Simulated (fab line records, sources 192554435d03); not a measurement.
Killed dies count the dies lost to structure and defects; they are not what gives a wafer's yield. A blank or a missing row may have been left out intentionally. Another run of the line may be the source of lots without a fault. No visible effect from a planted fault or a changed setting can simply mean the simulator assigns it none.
Which tool did it? | flow n5Finfet | 24 lots with 72 wafers sampled at 6 steps, on a route of 1938 steps

## WHAT EACH GAUGE READ, for each wafer
N5_BEOL_M8_CD_MEAS_35: target cd 40 nm. Usual: cdNm at 40.2 nm, with a standard deviation of 0.55.
lot  | measured     | on       | cdNm (nm)      | flag
L074 | day 9 14:10  | cdSem-02 | 40.1 39.9 40.1 | 
L075 | day 9 23:46  | cdSem-03 | 39.7 39.8 39.8 | 
L076 | day 10 00:07 | cdSem-02 | 41.0 40.1 40.9 | 
L077 | day 10 07:19 | cdSem-02 | 39.2 39.8 40.1 | 
L078 | day 10 16:49 | cdSem-03 | 39.9 39.7 39.0 | 
L079 | day 11 02:30 | cdSem-02 | 40.3 40.9 41.9 | 
L081 | day 11 13:09 | cdSem-02 | 39.7 40.0 40.9 | 
L080 | day 12 10:05 | cdSem-01 | 40.1 40.5 40.1 | 
L083 | day 12 11:58 | cdSem-03 | 39.5 40.0 40.9 | 
L082 | day 12 20:46 | cdSem-02 | 39.5 39.1 39.2 | 
L085 | day 13 02:49 | cdSem-01 | 40.8 40.6 39.9 | 
L086 | day 13 10:56 | cdSem-01 | 40.0 40.9 41.1 | 
L087 | day 13 10:22 | cdSem-01 | 41.2 40.4 41.0 | 
L084 | day 13 14:40 | cdSem-03 | 40.2 39.7 40.2 | 
L089 | day 14 07:22 | cdSem-03 | 40.1 39.8 40.2 | 
L088 | day 14 14:15 | cdSem-03 | 40.1 40.3 40.3 | 
L091 | day 14 14:28 | cdSem-02 | 40.5 39.7 40.3 | 
L094 | day 14 21:37 | cdSem-01 | 39.8 39.8 39.6 | 
L090 | day 15 04:27 | cdSem-03 | 40.7 40.5 39.9 | 
L096 | day 15 10:50 | cdSem-03 | 40.9 39.9 39.7 | 
L093 | day 15 16:41 | cdSem-03 | 40.1 40.1 40.4 | 
L092 | day 15 15:35 | cdSem-03 | 39.3 39.9 40.1 | 
L095 | day 15 20:04 | cdSem-02 | 40.7 40.8 40.7 | 
L097 | day 16 05:29 | cdSem-01 | 40.6 40.2 40.3 | 

## WHICH TOOL RAN EACH LOT (tool, then ch and the chambers of the sampled wafers, then the start)
lot  | N5_BEOL_M7_ETCH_41                           | N5_BEOL_M7_CURE_75           | N5_BEOL_M8_ILD_DEP_00           | N5_BEOL_M8_HM_DEP_02        | N5_BEOL_M8_ETCH_62
L074 | rieDiel-04 ch 0,2,3, day 9 03:37 or earlier  | uvCure-01 ch 0, day 9 03:37  | pecvd-04 ch 0,2, day 9 06:05    | pvdSputter-01, day 9 11:58  | rieDiel-05 ch 1,3, day 9 12:40
L075 | rieDiel-01 ch 2, day 9 13:37 or earlier      | uvCure-02 ch 1, day 9 13:37  | pecvd-01 ch 0,1, day 9 17:02    | pvdSputter-03, day 9 21:16  | rieDiel-05 ch 0,3, day 9 22:05
L076 | rieDiel-04 ch 1,2, day 9 16:16 or earlier    | uvCure-02 ch 0, day 9 16:16  | pecvd-04 ch 0,2, day 9 18:09    | pvdSputter-02, day 9 21:41  | rieDiel-05 ch 1,2, day 9 22:34
L077 | rieDiel-04 ch 1,2,3, day 9 23:58 or earlier  | uvCure-02 ch 2, day 9 23:58  | pecvd-01 ch 0,1, day 10 01:58   | pvdSputter-03, day 10 03:22 | rieDiel-06 ch 1,3, day 10 04:02
L078 | rieDiel-03 ch 0,2,3, day 10 08:23 or earlier | uvCure-03 ch 1, day 10 08:23 | pecvd-04 ch 1,2, day 10 11:12   | pvdSputter-03, day 10 12:32 | rieDiel-05 ch 0,1,3, day 10 13:07
L079 | rieDiel-03 ch 0,1,3, day 10 16:58 or earlier | uvCure-01 ch 1, day 10 16:58 | pecvd-02 ch 1,2, day 10 19:19   | pvdSputter-03, day 10 21:50 | rieDiel-06 ch 0,1,2, day 10 22:34
L081 | rieDiel-04 ch 2,3, day 11 06:46 or earlier   | uvCure-03 ch 2, day 11 06:46 | pecvd-02 ch 0,1, day 11 08:50   | pvdSputter-02, day 11 10:00 | rieDiel-02 ch 0,3, day 11 10:38
L080 | rieDiel-01 ch 1,2,3, day 12 01:35 or earlier | uvCure-02 ch 1, day 12 01:35 | pecvd-01 ch 0,1, day 12 04:15   | pvdSputter-01, day 12 06:22 | rieDiel-05 ch 2,3, day 12 06:57
L083 | rieDiel-03 ch 0,2,3, day 12 04:00 or earlier | uvCure-02 ch 2, day 12 04:00 | pecvd-01 ch 1,2, day 12 07:37   | pvdSputter-01, day 12 09:58 | rieDiel-06 ch 1,2, day 12 10:31
L082 | rieDiel-03 ch 0,1,2, day 12 14:50 or earlier | uvCure-02 ch 1, day 12 14:50 | pecvd-04 ch 0,1,2, day 12 16:57 | pvdSputter-02, day 12 18:13 | rieDiel-02 ch 0,1, day 12 18:54
L085 | rieDiel-03 ch 0,1,3, day 12 18:40 or earlier | uvCure-02 ch 0, day 12 18:40 | pecvd-04 ch 0,1,2, day 12 21:31 | pvdSputter-01, day 12 23:23 | rieDiel-06 ch 1,2,3, day 13 00:04
L086 | rieDiel-03 ch 0,1,2, day 13 03:08 or earlier | uvCure-02 ch 2, day 13 03:08 | pecvd-04 ch 0,1, day 13 05:26   | pvdSputter-02, day 13 07:17 | rieDiel-05 ch 1,2,3, day 13 08:05
L087 | rieDiel-01 ch 2,3, day 13 03:20 or earlier   | uvCure-01 ch 1, day 13 03:20 | pecvd-02 ch 0,1,2, day 13 05:43 | pvdSputter-02, day 13 07:05 | rieDiel-06 ch 1,2, day 13 07:47
L084 | rieDiel-01 ch 1,2,3, day 13 05:16 or earlier | uvCure-02 ch 1, day 13 05:16 | pecvd-04 ch 0,2, day 13 08:38   | pvdSputter-03, day 13 10:43 | rieDiel-05 ch 1,2, day 13 11:24
L089 | rieDiel-03 ch 2,3, day 14 01:23 or earlier   | uvCure-03 ch 1, day 14 01:23 | pecvd-02 ch 0,1,2, day 14 03:53 | pvdSputter-01, day 14 04:58 | rieDiel-05 ch 1,2, day 14 05:44
L088 | rieDiel-03 ch 0,3, day 14 04:52 or earlier   | uvCure-02 ch 2, day 14 04:52 | pecvd-02 ch 0,1, day 14 08:23   | pvdSputter-01, day 14 10:40 | rieDiel-05 ch 0,2,3, day 14 11:13
L091 | rieDiel-01 ch 0,1,3, day 14 06:47 or earlier | uvCure-03 ch 0, day 14 06:47 | pecvd-01 ch 0,1,2, day 14 09:26 | pvdSputter-03, day 14 10:49 | rieDiel-06 ch 0,1,3, day 14 11:30
L094 | rieDiel-04 ch 1,3, day 14 11:14 or earlier   | uvCure-02 ch 2, day 14 11:14 | pecvd-01 ch 1,2, day 14 14:32   | pvdSputter-02, day 14 18:06 | rieDiel-06 ch 1,3, day 14 18:50
L090 | rieDiel-04 ch 0,1,2, day 14 18:16 or earlier | uvCure-02 ch 2, day 14 18:16 | pecvd-01 ch 0,1, day 14 23:05   | pvdSputter-02, day 15 00:38 | rieDiel-06 ch 0,1, day 15 01:42
L096 | rieDiel-01 ch 1,2,3, day 15 04:00 or earlier | uvCure-02 ch 1, day 15 04:00 | pecvd-01 ch 0,2, day 15 06:02   | pvdSputter-01, day 15 07:20 | rieDiel-06 ch 0,1,2, day 15 08:01
L093 | rieDiel-01 ch 2,3, day 15 04:50 or earlier   | uvCure-02 ch 1, day 15 04:50 | pecvd-02 ch 0,1,2, day 15 07:16 | pvdSputter-01, day 15 11:14 | rieDiel-05 ch 0,1, day 15 11:52
L092 | rieDiel-01 ch 0,1,2, day 15 06:43 or earlier | uvCure-02 ch 1, day 15 06:43 | pecvd-02 ch 0,1, day 15 11:38   | pvdSputter-01, day 15 12:35 | rieDiel-06 ch 2,3, day 15 13:16
L095 | rieDiel-01 ch 0,1,2, day 15 11:05 or earlier | uvCure-02 ch 2, day 15 11:05 | pecvd-02 ch 0,1, day 15 14:34   | pvdSputter-01, day 15 15:34 | rieDiel-02 ch 0,1,3, day 15 16:24
L097 | rieDiel-04 ch 1,2,3, day 15 17:50 or earlier | uvCure-01 ch 2, day 15 17:50 | pecvd-04 ch 0,2, day 15 22:16   | pvdSputter-03, day 15 23:54 | rieDiel-02 ch 0,1,3, day 16 00:35
- N5_BEOL_M7_ETCH_41: etches SiCN in CH3F/O2, target depth 31.9 nm, time 57.8 s.
- N5_BEOL_M7_CURE_75: cures SiCOH lowk, time 120 s.
- N5_BEOL_M8_ILD_DEP_00: deposits SiCOH lowk from DEMS/porogen, target thk 179.75 nm, time 33.4 s.
- N5_BEOL_M8_HM_DEP_02: deposits TiN, target thk 20 nm.
- N5_BEOL_M8_ETCH_62: etches SOC in N2/H2, target depth 110 nm, overetch 22 nm, time 165 s.

## AS READ BY THE TOOLS THEMSELVES (means over the sampled wafers that have a number; for cases with no such wafer, the mark the record gives instead)
N5_BEOL_M7_ETCH_41. Usual: biasW 74.98 W, standard deviation 0.2; drypumpMotorCurrentA 5.8 A, standard deviation 0.71; oesProductAu 0.75 a.u., standard deviation 0.057; rfVppV 296.8 V, standard deviation 1.4; showerheadPlenumPTorr 1.98 Torr, standard deviation 0.053; throttleValvePct 16.24 %, standard deviation 0.18.
lot  | tool       | biasW (W) | drypumpMotorCurrentA (A) | oesProductAu (a.u.) | rfVppV (V) | showerheadPlenumPTorr (Torr) | throttleValvePct (%) | flag
L074 | rieDiel-04 | 74.90     | 6.2                      | 0.80                | 296.6      | 1.99                         | 16.13                | 
L075 | rieDiel-01 | 75.02     | 5.2                      | 0.71                | 297.3      | 2.00                         | 16.10                | 
L076 | rieDiel-04 | 74.99     | 5.9                      | 0.82                | 297.2      | 2.00                         | 16.06                | 
L077 | rieDiel-04 | 75.00     | 6.0                      | 0.81                | 297.2      | 1.99                         | 16.10                | 
L078 | rieDiel-03 | 75.11     | 6.5                      | 0.75                | 296.7      | 1.95                         | 16.27                | 
L079 | rieDiel-03 | 75.12     | 6.0                      | 0.77                | 297.2      | 2.00                         | 16.09                | 
L081 | rieDiel-04 | 75.07     | 6.6                      | 0.84                | 296.0      | 1.95                         | 16.06                | 
L080 | rieDiel-01 | 74.86     | 5.5                      | 0.73                | 296.2      | 1.95                         | 16.27                | 
L083 | rieDiel-03 | 74.96     | 6.5                      | 0.74                | 296.3      | 1.95                         | 16.30                | 
L082 | rieDiel-03 | 74.84     | 6.1                      | 0.77                | 298.3      | 1.97                         | 16.14                | 
L085 | rieDiel-03 | 75.05     | 6.0                      | 0.76                | 297.0      | 1.99                         | 16.12                | 
L086 | rieDiel-03 | 75.04     | 6.1                      | 0.76                | 296.6      | 1.97                         | 16.14                | 
L087 | rieDiel-01 | 74.77     | 5.6                      | 0.74                | 296.4      | 1.98                         | 16.17                | 
L084 | rieDiel-01 | 74.88     | 5.5                      | 0.73                | 296.6      | 1.94                         | 16.28                | 
L089 | rieDiel-03 | 75.06     | 6.5                      | 0.71                | 295.6      | 1.94                         | 16.40                | 
L088 | rieDiel-03 | 74.88     | 6.4                      | 0.74                | 297.6      | 1.98                         | 16.20                | 
L091 | rieDiel-01 | 74.92     | 5.6                      | 0.76                | 295.5      | 1.95                         | 16.41                | 
L094 | rieDiel-04 | 74.89     | 5.4                      | 0.73                | 298.2      | 2.02                         | 16.24                | 
L090 | rieDiel-04 | 75.10     | 5.5                      | 0.74                | 297.7      | 2.02                         | 16.21                | 
L096 | rieDiel-01 | 74.61     | 5.5                      | 0.72                | 296.2      | 1.94                         | 16.30                | 
L093 | rieDiel-01 | 75.10     | 6.0                      | 0.77                | 295.8      | 1.96                         | 16.23                | 
L092 | rieDiel-01 | 75.07     | 5.2                      | 0.70                | 296.9      | 1.96                         | 16.38                | 
L095 | rieDiel-01 | 74.94     | 5.2                      | 0.71                | 296.8      | 1.96                         | 16.39                | 
L097 | rieDiel-04 | 74.85     | 6.0                      | 0.77                | 297.4      | 1.98                         | 16.18                | 

N5_BEOL_M7_CURE_75. Usual: lampPowerPct 52.32 %, standard deviation 0.052; wafer_temp_C_max 371.8, standard deviation 0.57.
lot  | tool      | lampPowerPct (%) | wafer_temp_C_max | flag
L074 | uvCure-01 | 52.28            | 372.1            | 
L075 | uvCure-02 | 52.34            | 371.9            | 
L076 | uvCure-02 | 52.28            | 371.2            | 
L077 | uvCure-02 | 52.33            | 371.9            | 
L078 | uvCure-03 | 52.28            | 371.3            | 
L079 | uvCure-01 | 52.29            | 371.4            | 
L081 | uvCure-03 | 52.37            | 373.0            | 
L080 | uvCure-02 | 52.37            | 371.5            | 
L083 | uvCure-02 | 52.29            | 371.3            | 
L082 | uvCure-02 | 52.31            | 371.9            | 
L085 | uvCure-02 | 52.32            | 371.8            | 
L086 | uvCure-02 | 52.28            | 371.6            | 
L087 | uvCure-01 | 52.35            | 371.4            | 
L084 | uvCure-02 | 52.33            | 372.2            | 
L089 | uvCure-03 | 52.34            | 371.2            | 
L088 | uvCure-02 | 52.27            | 371.9            | 
L091 | uvCure-03 | 52.30            | 370.8            | 
L094 | uvCure-02 | 52.37            | 371.8            | 
L090 | uvCure-02 | 52.31            | 371.8            | 
L096 | uvCure-02 | 52.31            | 371.6            | 
L093 | uvCure-02 | 52.39            | 372.3            | 
L092 | uvCure-02 | 52.32            | 371.5            | 
L095 | uvCure-02 | 52.30            | 372.0            | 
L097 | uvCure-01 | 52.31            | 373.1            | 

N5_BEOL_M8_ILD_DEP_00. Usual: chamberPressureTorr 4.999 Torr, standard deviation 0.0094; heaterPowerOuterW 135 W, standard deviation 36; heaterPowerW 300 W, standard deviation 67; showerheadPlenumPTorr 5.743 Torr, standard deviation 0.016; throttleValvePct 13.5 %, standard deviation 0.49.
lot  | tool     | chamberPressureTorr (Torr) | heaterPowerOuterW (W) | heaterPowerW (W) | showerheadPlenumPTorr (Torr) | throttleValvePct (%) | flag
L074 | pecvd-04 | 5.004                      | 98                    | 222              | 5.750                        | 13.8                 | 
L075 | pecvd-01 | 5.002                      | 110                   | 271              | 5.730                        | 13.4                 | 
L076 | pecvd-04 | 5.001                      | 151                   | 300              | 5.743                        | 13.5                 | 
L077 | pecvd-01 | 5.005                      | 138                   | 311              | 5.740                        | 13.6                 | 
L078 | pecvd-04 | 5.005                      | 137                   | 295              | 5.748                        | 13.0                 | 
L079 | pecvd-02 | 4.998                      | 180                   | 399              | 5.748                        | 13.7                 | 
L081 | pecvd-02 | 4.999                      | 159                   | 325              | 5.749                        | 13.3                 | 
L080 | pecvd-01 | 4.984                      | 122                   | 290              | 5.746                        | 13.6                 | 
L083 | pecvd-01 | 5.005                      | 147                   | 335              | 5.748                        | 12.9                 | 
L082 | pecvd-04 | 5.004                      | 130                   | 270              | 5.750                        | 13.4                 | 
L085 | pecvd-04 | 4.994                      | 122                   | 261              | 5.759                        | 13.5                 | 
L086 | pecvd-04 | 5.006                      | 81                    | 211              | 5.754                        | 13.9                 | 
L087 | pecvd-02 | 4.999                      | 163                   | 344              | 5.736                        | 13.7                 | 
L084 | pecvd-04 | 5.000                      | 102                   | 225              | 5.753                        | 13.8                 | 
L089 | pecvd-02 | 4.992                      | 134                   | 310              | 5.729                        | 13.6                 | 
L088 | pecvd-02 | 4.991                      | 148                   | 312              | 5.733                        | 13.1                 | 
L091 | pecvd-01 | 5.006                      | 141                   | 319              | 5.750                        | 13.3                 | 
L094 | pecvd-01 | 5.003                      | 113                   | 287              | 5.741                        | 13.0                 | 
L090 | pecvd-01 | 4.998                      | 102                   | 257              | 5.732                        | 13.7                 | 
L096 | pecvd-01 | 4.995                      | 139                   | 329              | 5.754                        | 13.5                 | 
L093 | pecvd-02 | 5.003                      | 171                   | 351              | 5.736                        | 13.6                 | 
L092 | pecvd-02 | 5.001                      | 171                   | 368              | 5.738                        | 13.7                 | 
L095 | pecvd-02 | 5.003                      | 168                   | 369              | 5.749                        | 13.8                 | 
L097 | pecvd-04 | 4.996                      | 133                   | 273              | 5.751                        | 13.9                 | 

N5_BEOL_M8_HM_DEP_02. Usual: throttleValvePct at 30.2 %, with a standard deviation of 0.99.
lot  | tool          | throttleValvePct (%) | flag
L074 | pvdSputter-01 | 30.7                 | 
L075 | pvdSputter-03 | 29.7                 | 
L076 | pvdSputter-02 | 30.0                 | 
L077 | pvdSputter-03 | 29.9                 | 
L078 | pvdSputter-03 | 29.9                 | 
L079 | pvdSputter-03 | 30.7                 | 
L081 | pvdSputter-02 | 29.5                 | 
L080 | pvdSputter-01 | 31.2                 | 
L083 | pvdSputter-01 | 30.5                 | 
L082 | pvdSputter-02 | 30.6                 | 
L085 | pvdSputter-01 | 31.2                 | 
L086 | pvdSputter-02 | 30.0                 | 
L087 | pvdSputter-02 | 30.2                 | 
L084 | pvdSputter-03 | 30.1                 | 
L089 | pvdSputter-01 | 30.0                 | 
L088 | pvdSputter-01 | 30.0                 | 
L091 | pvdSputter-03 | 30.0                 | 
L094 | pvdSputter-02 | 29.6                 | 
L090 | pvdSputter-02 | 30.1                 | 
L096 | pvdSputter-01 | 30.4                 | 
L093 | pvdSputter-01 | 29.9                 | 
L092 | pvdSputter-01 | 30.7                 | 
L095 | pvdSputter-01 | 30.5                 | 
L097 | pvdSputter-03 | 30.0                 | 

N5_BEOL_M8_ETCH_62. Usual: biasW 149.9 W, standard deviation 0.43; drypumpMotorCurrentA 5.8 A, standard deviation 0.59; oesProductAu 0.64 a.u., standard deviation 0.066; rfVppV 523.0 V, standard deviation 2.5; showerheadPlenumPTorr 2.51 Torr, standard deviation 0.083; throttleValvePct 17.9 %, standard deviation 0.32.
lot  | tool       | biasW (W) | drypumpMotorCurrentA (A) | oesProductAu (a.u.) | rfVppV (V) | showerheadPlenumPTorr (Torr) | throttleValvePct (%) | flag
L074 | rieDiel-05 | 150.1     | 5.9                      | 0.69                | 523.2      | 2.50                         | 17.6                 | 
L075 | rieDiel-05 | 150.0     | 6.1                      | 0.69                | 523.7      | 2.53                         | 17.7                 | 
L076 | rieDiel-05 | 149.4     | 6.4                      | 0.63                | 523.6      | 2.54                         | 18.0                 | 
L077 | rieDiel-06 | 149.8     | 5.3                      | 0.60                | 520.6      | 2.42                         | 18.0                 | 
L078 | rieDiel-05 | 150.2     | 6.2                      | 0.68                | 524.1      | 2.53                         | 17.7                 | 
L079 | rieDiel-06 | 149.6     | 5.4                      | 0.58                | 522.6      | 2.47                         | 18.2                 | 
L081 | rieDiel-02 | 150.1     | 5.7                      | 0.61                | 522.9      | 2.50                         | 17.9                 | 
L080 | rieDiel-05 | 149.8     | 5.8                      | 0.67                | 522.7      | 2.49                         | 18.0                 | 
L083 | rieDiel-06 | 149.9     | 5.3                      | 0.58                | 521.9      | 2.48                         | 18.3                 | 
L082 | rieDiel-02 | 150.1     | 6.0                      | 0.64                | 524.7      | 2.56                         | 17.7                 | 
L085 | rieDiel-06 | 150.0     | 5.1                      | 0.58                | 521.9      | 2.48                         | 18.1                 | 
L086 | rieDiel-05 | 149.8     | 6.2                      | 0.64                | 523.4      | 2.51                         | 17.9                 | 
L087 | rieDiel-06 | 149.8     | 5.3                      | 0.57                | 522.8      | 2.47                         | 18.3                 | 
L084 | rieDiel-05 | 149.8     | 6.6                      | 0.62                | 523.5      | 2.53                         | 17.8                 | 
L089 | rieDiel-05 | 150.0     | 6.6                      | 0.62                | 523.2      | 2.53                         | 17.8                 | 
L088 | rieDiel-05 | 150.0     | 6.1                      | 0.64                | 522.2      | 2.51                         | 18.0                 | 
L091 | rieDiel-06 | 149.8     | 5.4                      | 0.65                | 522.9      | 2.51                         | 17.9                 | 
L094 | rieDiel-06 | 150.4     | 5.2                      | 0.58                | 520.9      | 2.41                         | 17.9                 | 
L090 | rieDiel-06 | 150.1     | 5.6                      | 0.64                | 522.5      | 2.50                         | 18.2                 | 
L096 | rieDiel-06 | 149.8     | 5.4                      | 0.72                | 524.5      | 2.57                         | 18.0                 | 
L093 | rieDiel-05 | 149.9     | 6.5                      | 0.64                | 523.4      | 2.54                         | 17.7                 | 
L092 | rieDiel-06 | 150.3     | 4.9                      | 0.73                | 524.0      | 2.54                         | 17.7                 | 
L095 | rieDiel-02 | 150.2     | 6.0                      | 0.68                | 523.7      | 2.54                         | 17.6                 | 
L097 | rieDiel-02 | 150.1     | 6.1                      | 0.68                | 524.0      | 2.54                         | 17.6                 | 

## THE ANSWER, worked out from the rows above alone
Rule: take the mean of a lot's wafers that have a number; if it is more than 3 standard deviations from the usual mean, the lot is off. A lot without any number at a reading at which 4 lots or more have one is off too. All remaining lots with rows at the step are treated as sound. First the gauges in route order, then the tools' own readings, where a lot's mean is used as printed above. The first step at which some lot is off is used, and at that step the reading that is off furthest; a lot without a number counts as furthest.
Across all readings shown, no lot is off: no conclusion can be drawn from this.

## WHAT THE SIMULATOR PUT IN
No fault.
